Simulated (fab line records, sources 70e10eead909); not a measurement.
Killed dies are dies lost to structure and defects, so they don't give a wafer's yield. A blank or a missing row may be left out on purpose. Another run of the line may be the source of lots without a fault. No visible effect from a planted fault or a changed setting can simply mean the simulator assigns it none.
fab line records	flow nandHarc
[record] lots = 5	wafers = 15	lastDay = 24
route steps=1159 shown P_M0@280 P_M1@285 END@1159
lots with no fault: from the same line, run without faults
startH: hours from the record's opening day to when the first of the lot's shown wafers began	waitH: hours since the lot's step before	" as in the row above	L1.1+2: several wafers, shown together as one row	- no value, or no start was given	* or withheld: withheld	< > ~ a bound
route shown NAME@n: a module of which the file shows steps, and the number in the route of the first	usual: the fault-free wafers' mean and standard deviation	same: alike in all rows	chamber/n: place in a boat	sites: per-site readings	_std_site: their standard deviation	_edge_site: outer sites' mean less inner sites'	radiusMm: how far each site lies from the wafer's centre	mask NAME#n: copy n	behind: tool/chamber where the wafer was last shaped	hold: why the lot went on hold/how many hours it stayed there/how the hold came to an end	device: names the non-switching transistor (n, p or np)	end of line: the route-end tests of the same wafers	a step without rows: its recipe alone	killed: not the wafer's yield, but the dies lost to structure and defects at the first sort	map: a wafer's dies, x killed, . not, _ none there
set.NAME: the run value of the setting; set.NAME@STEP: its run value at that earlier step	model.NAME: the simulator's own value behind a step, which no gauge read
certain route steps with their lots: each step a table, each wafer a row
services: a tool's chamber out of use, with start hour (startH, from the record's first day; less than 0 if before it), hours out, and reason
[[steps]]
[step NHARC_P_M0_SRD_25]
[step NHARC_P_M0_INSPECT_27]
[usual] rawDefectCount = 321/130
lot.wafer	tool	chamber	startH	waitH	rawDefectCount
L285.2	defectInspect-01	-	144.71	0.0	335
L285.3	"	-	"	"	255
L285.5	"	-	"	"	263
L292.1	defectInspect-01	-	185.45	0.0	191
L292.3	"	-	"	"	167
L292.5	"	-	"	"	208
L297.1	defectInspect-02	-	220.48	0.0	390
L297.3	"	-	"	"	215
L297.6	"	-	"	"	470
L299.2	defectInspect-02	-	220.96	0.0	553
L299.3	"	-	"	"	186
L299.6	"	-	"	"	214
L303.2	defectInspect-01	-	250.11	0.0	245
L303.4	"	-	"	"	310
L303.6	"	-	"	"	255
[step NHARC_P_M0_PRE_CLEAN_31]
[recipe] timeS = 12	tempC = 370	rfPowerW = 300	gas = NH3
[usual] heaterPowerOuterW = 367/44	heaterPowerW = 629/59
lot.wafer	tool	chamber	startH	waitH	heaterPowerOuterW	heaterPowerW
L285.2	pecvd-01	1	144.78	0.1	302	571
L285.3	"	2	"	"	419	674
L285.5	"	1	"	"	300	559
L292.3	pecvd-04	0	185.53	0.1	302	564
L292.1	"	2	"	"	461	773
L292.5	"	0	"	"	306	566
L297.3	pecvd-03	1	220.55	0.1	387	611
L297.1	"	2	"	"	346	613
L297.6	"	2	"	"	346	615
L299.3	pecvd-03	0	221.47	0.5	316	578
L299.2	"	1	"	"	419	611
L299.6	"	0	"	"	320	564
L303.2	pecvd-01	2	250.19	0.1	415	684
L303.6	"	1	"	"	369	649
L303.4	"	2	"	"	403	674
[step NHARC_P_M0_DEP_32]
[recipe] targetThkA = 300	tempC = 370	targetThkNm = 30	pressureTorr = 3	flowSccm = 200	rfW = 450	material = SiCN
[usual] heaterPowerOuterW = 325/46	heaterPowerW = 573/60
lot.wafer	tool	chamber	startH	waitH	heaterPowerOuterW	heaterPowerW
L285.2	pecvd-01	1	144.86	0.1	278	539
L285.3	"	2	"	"	326	549
L285.5	"	1	"	"	282	530
L292.3	pecvd-04	0	185.61	0.1	348	608
L292.1	"	2	"	"	386	672
L292.5	"	0	"	"	339	618
L297.3	pecvd-03	1	220.63	0.1	368	558
L297.1	"	2	"	"	277	505
L297.6	"	2	"	"	272	510
L299.3	pecvd-03	0	221.55	0.1	323	594
L299.2	"	1	"	"	324	521
L299.6	"	0	"	"	321	584
L303.2	pecvd-01	2	250.30	0.1	371	630
L303.6	"	1	"	"	346	635
L303.4	"	2	"	"	374	622
[step NHARC_P_M1_DEP_00]
[recipe] targetThkA = 1825	targetThkNm = 182.5	tempC = withheld	pressureTorr = 5	flowSccm = 200	rfW = 600	material = SiOC
[step NHARC_P_M1_DEHYDRATE_01]
[recipe] tempC = 150	timeS = 120
[step NHARC_P_M1_HMDS_02]
[recipe] timeS = 30
[step NHARC_P_M1_COAT_34]
[recipe] tempC = 200	timeS = 65
[step NHARC_P_M1_COAT_03]
[recipe] spinRpm = 1500	resistThkNm = 90
[step NHARC_P_M1_SOFTBAKE_04]
[recipe] tempC = 105	timeS = 55
[step NHARC_P_M1_EBR_05]
[step NHARC_P_M1_EXPOSE_06]
[recipe] na = 1.35	targetCdNm = 130	doseMj = 81.88	maskId = P_M1
lot.wafer	tool	chamber	startH	waitH	mask
L285.2+3+5	arfiScanner-02	0	146.00	-	P_M1#0
L292.1+3+5	arfiScanner-01	0	186.70	-	P_M1#0
L297.1+3+6	arfiScanner-03	0	221.72	-	P_M1#0
L299.2+3+6	arfiScanner-03	0	222.66	-	P_M1#0
L303.2+4+6	arfiScanner-01	0	251.29	-	P_M1#0
[step NHARC_P_M1_PEB_07]
[recipe] pebTempC = 100	pebTimeS = 65
[step NHARC_P_M1_DEVELOP_08]
[recipe] developTimeS = 35	devTempC = 23
[step NHARC_P_M1_CD_MEAS_09]
[recipe] targetCdNm = 130	landingEnergyEv = 500
[usual] cdNm = 130.3/0.64
[same] landingEnergyEv = 500
lot.wafer	tool	chamber	startH	waitH	cdNm
L285.2	cdSem-02	0	146.14	-	130.6
L285.3	"	0	"	"	129.5
L285.5	"	0	"	"	130.1
L292.1	cdSem-02	0	186.84	-	130.6
L292.3	"	0	"	"	138.4
L292.5	"	0	"	"	130.2
L297.1	cdSem-01	0	221.86	-	129.4
L297.3	"	0	"	"	130.2
L297.6	"	0	"	"	128.8
L299.2	cdSem-03	0	222.80	-	129.2
L299.3	"	0	"	"	129.2
L299.6	"	0	"	"	128.9
L303.2	cdSem-03	0	251.43	-	130.1
L303.4	"	0	"	"	130.7
L303.6	"	0	"	"	130.4
[step NHARC_P_M1_OVL_MEAS_10]
[recipe] pitchNm = 260
[usual] overlayXNm = 0.2/0.94	overlayYNm = -0.1/0.92
lot.wafer	tool	chamber	startH	waitH	overlayXNm	overlayYNm
L285.2	overlay-02	-	146.24	-	-0.6	0.2
L285.3	"	-	"	"	-0.1	-0.6
L285.5	"	-	"	"	-0.4	0.4
L292.1	overlay-02	-	186.93	-	0.2	-0.8
L292.3	"	-	"	"	0.1	-1.4
L292.5	"	-	"	"	0.6	-0.6
L297.1	overlay-01	-	221.95	-	0.4	-0.3
L297.3	"	-	"	"	0.9	-0.5
L297.6	"	-	"	"	0.4	0.2
L299.2	overlay-02	-	222.88	-	1.2	0.6
L299.3	"	-	"	"	1.4	0.8
L299.6	"	-	"	"	1.6	0.7
L303.2	overlay-02	-	251.51	-	-1.6	-0.4
L303.4	"	-	"	"	-1.9	-0.1
L303.6	"	-	"	"	-2.3	-0.1
[step NHARC_P_M1_INSPECT_11]
[usual] rawDefectCount = 3.8/2.1
lot.wafer	tool	chamber	startH	waitH	rawDefectCount
L285.2	defectInspect-02	-	146.28	0.0	2
L285.3	"	-	"	"	0
L285.5	"	-	"	"	3
L292.1	defectInspect-01	-	186.97	0.0	9
L292.3	"	-	"	"	4
L292.5	"	-	"	"	7
L297.1	defectInspect-02	-	221.98	0.0	3
L297.3	"	-	"	"	6
L297.6	"	-	"	"	4
L299.2	defectInspect-01	-	222.92	0.0	4
L299.3	"	-	"	"	3
L299.6	"	-	"	"	7
L303.2	defectInspect-01	-	251.55	0.0	8
L303.4	"	-	"	"	5
L303.6	"	-	"	"	5
[step NHARC_P_M1_DESCUM_14]
[recipe] timeS = 3	o2FlowSccm = 200	arFlowSccm = 0	biasPowerW = 0	chemistry = O2
[usual] drypumpMotorCurrentA = 5.8/0.45	oesProductAu = 1.001/0.0093	rfVppV = 57.9/0.82	showerheadPlenumPTorr = 1.95/0.073	throttleValvePct = 11.311/0.0094
lot.wafer	tool	chamber	startH	waitH	drypumpMotorCurrentA	oesProductAu	rfHoursCounterH	rfVppV	showerheadPlenumPTorr	throttleValvePct	model.P_M1.cdNm
L285.3	rieDiel-12	1	146.34	0.1	6.0	1.008	7.6	58.7	1.88	11.309	129
L285.2	"	3	"	"	5.5	0.988	7.9	58.1	1.92	11.305	130.9
L285.5	"	2	"	"	6.2	1.001	-	57.1	1.89	11.307	130.1
L292.1	rieDiel-03	3	187.05	0.1	5.0	1.020	3.0	58.5	1.93	11.308	131.1
L292.3	"	0	"	"	5.5	1.001	3.0	57.4	1.94	11.307	139.4
L292.5	"	1	"	"	6.0	1.007	-	58.3	1.91	11.323	129.9
L297.3	rieDiel-12	0	222.05	0.1	4.9	1.002	0.7	57.5	2.00	11.304	130.4
L297.1	"	1	"	"	6.0	0.982	0.5	58.3	1.88	11.327	128.8
L297.6	"	3	"	"	5.5	1.001	-	58.3	1.92	11.325	128.7
L299.3	rieDiel-01	1	222.99	0.1	6.0	1.001	5.6	56.4	1.95	11.321	128.8
L299.2	"	3	"	"	5.9	0.991	5.8	56.7	1.78	11.308	128.8
L299.6	"	1	"	"	6.0	1.000	-	58.6	1.95	11.305	129.4
L303.2	rieDiel-01	2	251.61	0.1	6.0	1.008	6.4	57.7	2.03	11.320	130.3
L303.4	"	0	"	"	6.1	1.006	8.5	58.9	2.05	11.301	130
L303.6	"	2	"	"	6.0	0.997	-	59.2	2.03	11.309	130.3
[step NHARC_P_M1_ETCH_35]
[recipe] targetDepthA = 400	overetchA = 120	timeS = 43.94	ionEnergyEv = 200	n2FlowSccm = 150	h2FlowSccm = 150	arFlowSccm = 0	rfW = 400	biasW = 150	chemistry = N2/H2
[usual] drypumpMotorCurrentA = 5.7/0.45	oesProductAu = 1.003/0.0093	rfVppV = 431.5/2.3	showerheadPlenumPTorr = 2.08/0.08	throttleValvePct = 14.172/0.0089
lot.wafer	tool	chamber	startH	waitH	drypumpMotorCurrentA	oesProductAu	rfHoursCounterH	rfVppV	showerheadPlenumPTorr	throttleValvePct
L285.2	rieDiel-12	1	146.43	0.1	6.0	1.005	7.6	429.2	2.01	14.172
L285.3	"	3	"	"	5.5	1.005	7.9	431.3	2.05	14.199
L285.5	"	0	"	"	4.9	1.007	-	433.8	2.14	14.189
L292.3	rieDiel-03	3	187.12	0.1	5.0	0.998	3.0	430.4	2.06	14.171
L292.1	"	0	"	"	5.5	1.005	3.0	432.3	2.07	14.163
L292.5	"	3	"	"	5.0	1.013	-	431.5	2.06	14.180
L297.1	rieDiel-12	0	222.13	0.1	4.9	1.000	0.7	433.3	2.14	14.176
L297.3	"	2	"	"	6.2	1.010	0.5	429.6	2.01	14.180
L297.6	"	0	"	"	4.9	1.002	-	432.1	2.14	14.188
L299.3	rieDiel-01	3	223.09	0.1	5.9	0.987	5.8	427.1	1.89	14.163
L299.2	"	0	"	"	6.1	1.011	5.5	435.7	2.19	14.164
L299.6	"	0	"	"	6.1	1.011	-	434.3	2.19	14.165
L303.2	rieDiel-01	0	251.71	0.1	6.0	1.005	8.5	434.0	2.19	14.177
L303.4	"	1	"	"	6.0	0.995	8.4	432.4	2.08	14.176
L303.6	"	3	"	"	5.9	0.976	-	425.9	1.89	14.179
[step NHARC_P_M1_ETCH_15]
[recipe] targetDepthA = 1825	timeS = 91.2	c4f8FlowSccm = withheld	arFlowSccm = 400	rfW = 600	biasW = 300	chemistry = C4F8/Ar
[usual] oesProductAu = 0.955/0.021	rfVppV = 441.8/2.3
lot.wafer	tool	chamber	startH	waitH	oesProductAu	rfHoursCounterH	rfVppV
L285.2	rieDiel-12	1	-	-	0.930	7.7	438.9
L285.3	"	0	"	"	0.938	7.7	444.9
L285.5	"	1	"	"	0.931	-	439.8
L292.1	rieDiel-03	3	-	-	0.986	3.0	440.6
L292.3	"	2	"	"	0.953	3.1	445.1
L292.5	"	0	"	"	0.978	-	442.6
L297.1	rieDiel-12	3	-	-	0.968	0.8	439.9
L297.3	"	1	"	"	0.976	0.5	441.1
L297.6	"	2	"	"	0.986	-	441.4
L299.3	rieDiel-01	3	-	-	0.945	5.8	437.6
L299.2	"	0	"	"	0.963	5.5	445.4
L299.6	"	3	"	"	0.943	-	436.4
L303.4	rieDiel-01	0	-	-	0.934	8.6	444.7
L303.2	"	3	"	"	0.960	8.2	436.4
L303.6	"	1	"	"	0.927	-	440.5
[step NHARC_P_M1_CD_MEAS_16]
[usual] cdNm = 130.3/0.86
lot.wafer	tool	chamber	startH	waitH	cdNm
L285.2	cdSem-02	-	146.64	-	131.1
L285.3	"	-	"	"	128.8
L285.5	"	-	"	"	130.9
L292.1	cdSem-02	-	187.33	-	131.0
L292.3	"	-	"	"	139.2
L292.5	"	-	"	"	129.5
L297.1	cdSem-02	-	222.35	-	128.8
L297.3	"	-	"	"	130.0
L297.6	"	-	"	"	128.7
L299.2	cdSem-01	-	223.33	-	129.3
L299.3	"	-	"	"	128.2
L299.6	"	-	"	"	129.7
L303.2	cdSem-01	-	251.92	-	130.3
L303.4	"	-	"	"	129.6
L303.6	"	-	"	"	129.7
[step NHARC_P_M1_STRIP_18]
[recipe] powerW = 1000	n2FlowSccm = 150	h2FlowSccm = 150	arFlowSccm = 0	biasW = 0	chemistry = N2/H2
[usual] drypumpMotorCurrentA = 5.7/0.44	oesProductAu = 1.001/0.0095	rfVppV = 90.9/0.95	showerheadPlenumPTorr = 2.07/0.075	throttleValvePct = 14.172/0.0084
lot.wafer	tool	chamber	startH	waitH	drypumpMotorCurrentA	oesProductAu	rfHoursCounterH	rfVppV	showerheadPlenumPTorr	throttleValvePct
L285.3	rieDiel-03	1	146.71	0.1	6.0	1.006	2.2	90.1	2.03	14.170
L285.2	"	2	"	"	6.3	1.001	2.2	90.8	2.18	14.165
L285.5	"	2	"	"	6.3	0.993	-	91.2	2.18	14.170
L292.1	rieDiel-01	3	187.41	0.1	5.9	0.991	2.2	89.9	1.89	14.166
L292.3	"	1	"	"	6.0	0.994	2.7	90.7	2.08	14.171
L292.5	"	2	"	"	6.0	1.006	-	92.6	2.17	14.167
L297.1	rieDiel-12	0	222.45	0.1	4.9	1.010	0.8	92.8	2.14	14.174
L297.3	"	1	"	"	6.0	0.990	0.6	90.6	2.01	14.186
L297.6	"	3	"	"	5.5	1.009	-	91.0	2.05	14.175
L299.3	rieDiel-12	3	223.43	0.1	5.5	1.000	0.9	90.3	2.05	14.191
L299.2	"	0	"	"	4.9	1.007	0.8	90.3	2.14	14.174
L299.6	"	3	"	"	5.5	1.000	-	93.1	2.05	14.182
L303.2	rieDiel-12	0	251.99	0.1	4.9	1.008	3.0	92.2	2.14	14.172
L303.4	"	1	"	"	6.0	1.001	2.7	91.0	2.01	14.177
L303.6	"	1	"	"	6.0	0.995	-	90.6	2.01	14.179
[step NHARC_P_M1_ETCH_28]
[recipe] targetDepthA = 300	overEtchFrac = 0.3	timeS = 72.99	ionEnergyEv = 150	cf4FlowSccm = 50	n2FlowSccm = 100	arFlowSccm = 150	rfW = 300	biasW = 100	chemistry = CF4/N2
[usual] drypumpMotorCurrentA = 5.8/0.44	oesProductAu = 1.003/0.0099	rfVppV = 314.7/1.7	showerheadPlenumPTorr = 2.67/0.089	throttleValvePct = 19.795/0.0095
lot.wafer	tool	chamber	startH	waitH	drypumpMotorCurrentA	oesProductAu	rfHoursCounterH	rfVppV	showerheadPlenumPTorr	throttleValvePct	model.P_M1.cdNm
L285.3	rieDiel-03	1	-	-	6.0	1.006	2.2	313.8	2.62	19.795	129
L285.2	"	2	"	"	6.3	0.986	2.3	316.9	2.79	19.799	130.2
L285.5	"	1	"	"	5.9	1.012	-	313.2	2.62	19.795	130.1
L292.3	rieDiel-01	2	-	-	6.0	1.002	2.6	315.9	2.77	19.796	139.2
L292.1	"	3	"	"	5.9	0.999	2.3	312.1	2.45	19.797	130.5
L292.5	"	1	"	"	6.0	0.996	-	314.0	2.68	19.789	129.4
L297.3	rieDiel-12	2	-	-	6.2	1.015	0.6	313.9	2.59	19.784	130.1
L297.1	"	0	"	"	4.9	1.007	0.8	314.8	2.74	19.807	129
L297.6	"	3	"	"	5.5	1.004	-	313.7	2.63	19.790	128.8
L299.3	rieDiel-12	1	-	-	6.0	1.006	0.6	313.4	2.59	19.787	128.6
L299.2	"	0	"	"	4.9	0.994	0.9	315.1	2.74	19.798	129.5
L299.6	"	1	"	"	6.0	1.000	-	314.0	2.59	19.798	129.8
L303.2	rieDiel-12	3	-	-	5.5	1.010	2.9	311.7	2.63	19.789	129.6
L303.4	"	1	"	"	6.0	1.001	2.7	313.8	2.59	19.796	129.1
L303.6	"	3	"	"	5.5	0.994	-	314.0	2.63	19.803	128.8
[step NHARC_P_M1_STRIP_19]
[recipe] timeS = 600	tempC = 30	chemistry = postEtchResidueRemover
[step NHARC_END_SORT_01]
[recipe] tempC = 25
[usual] defectLimitedYield = 95.2/1.6	killedAtArray = 29/11	killedAtOther = 0.7/1.1	killedAtPeriphery = 3.1/2	killedDies = 33/11	killedOpen = 3.5/1.8	killedShort = 2.0/1.4	sort_bin_2_pct = 1.5/0.6	sort_bin_3_pct = 0.24/0.19	sort_bin_4_pct = 3.1/1.1	sortNPass = 644/11	sortRimYieldPct = 96.5/2.3	sortYieldPct = 95.2/1.6
[same] grossDies = 677	sort_bin_5_pct[%] = 0	sort_bin_6_pct[%] = 0	sort_bin_7_pct[%] = 0	sort_bin_8_pct[%] = 0	sortRimNGross = 106.00
lot.wafer	tool	chamber	startH	waitH	defectLimitedYield[%]	killedAtArray	killedAtOther	killedAtPeriphery	killedDies	killedOpen	killedShort	sort_bin_2_pct[%]	sort_bin_3_pct[%]	sort_bin_4_pct[%]	sortNPass	sortRimYieldPct[%]	sortYieldPct[%]
L292.1	prober-02	0	507.51	2.5	94.8	29	0	6	35	5	1	1.8	0.15	3.2	642	99.1	94.8
L292.3	prober-02	0	509.13	3.1	94.1	37	1	2	40	5	3	1.9	0.59	3.4	637	97.2	94.1
L292.5	prober-02	0	510.74	3.7	95.9	25	0	3	28	5	2	2.2	0	1.9	649	98.1	95.9
// killed by level:class
L292.1 A_CHANNEL_HOLE_D1:chamberFilmFlake=16 P_GATE:chamberFilmFlake=3 A_BONDPAD:chamberFilmFlake=3 A_CONTACT:chamberFilmFlake=2 P_CONTACT:geometricParticle:open=1 P_M1:geometricParticle:open=1 A_SOURCE_PLATE:geometricParticle:open=1 A_SOURCE_PLATE:geometricParticle:short=1
L292.3 A_CHANNEL_HOLE_D1:chamberFilmFlake=16 A_WL_FILL:chamberFilmFlake=5 A_BONDPAD:chamberFilmFlake=4 A_STAIRCASE:chamberFilmFlake=4 A_CHANNEL_FILL_D1:geometricParticle:open=2 A_CONTACT:chamberFilmFlake=2 P_M2:geometricParticle:open=1 A_SOURCE_PLATE:geometricParticle:short=1
L292.5 A_CHANNEL_HOLE_D1:chamberFilmFlake=9 P_GATE:chamberFilmFlake=3 A_CONTACT:chamberFilmFlake=3 A_CHANNEL_FILL_D1:geometricParticle:open=2 A_CONTACT:geometricParticle:open=2 A_STAIRCASE:chamberFilmFlake=2 A_M0:chamberFilmFlake=2 A_CHANNEL_FILL_D1:geometricParticle:short=1
[[services]]
tool	chamber	startH	hours	kind
rieDiel-12	0	132.40	-	clean
rieDiel-12	1	132.40	-	clean
rieDiel-12	2	132.40	-	clean
rieDiel-12	3	132.40	-	clean
rieDiel-01	-	137.90	9.0	pm
arfiScanner-03	-	140.00	4.0	pm
rieDiel-03	0	141.63	4.3	repair
arfiScanner-01	-	142.26	0.4	repair
rieDiel-12	3	154.02	6.5	repair
rieDiel-12	0	156.90	-	clean
rieDiel-12	1	156.90	-	clean
rieDiel-12	2	156.90	-	clean
arfiScanner-01	-	164.09	1.1	repair
rieDiel-12	0	181.40	-	clean
pecvd-04	-	195.04	13.0	pm
arfiScanner-01	-	196.00	4.0	pm
rieDiel-12	-	202.40	9.0	pm
arfiScanner-03	-	212.20	0.3	repair
pecvd-01	0	215.17	22.3	repair
rieDiel-03	-	215.30	9.0	pm
rieDiel-01	2	217.22	9.7	repair
pecvd-01	-	237.02	13.0	pm
rieDiel-12	2	245.34	5.4	repair
pecvd-03	0	245.96	2.9	repair
[[key]]
[firstSign] step = NHARC_P_M1_CD_MEAS_09	reading = cdNm	direction = up	sigmas = 13	usual = 130.3	struck = 138.4
[effect] step = NHARC_P_M1_CD_MEAS_16	reading = cdNm	direction = up	sigmas = 10	usual = 130.3	struck = 139.2
[modelEffect] step = NHARC_P_M1_DESCUM_14	value = P_M1.cdNm	without = 131.4	struck = 139.4
[modelEffect] step = NHARC_P_M1_ETCH_28	value = P_M1.cdNm	without = 131.2	struck = 139.2
metAt NHARC_P_M1_EXPOSE_06
struckWafers L292.3
[fault] kind = processParameterDrift	tool = arfiScanner-01	chamber = -	onsetH = 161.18	steps = NHARC_P_M1_EXPOSE_06	channel = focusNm	offset = 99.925	shape = step	endH = 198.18	scope = struckWafersOnly
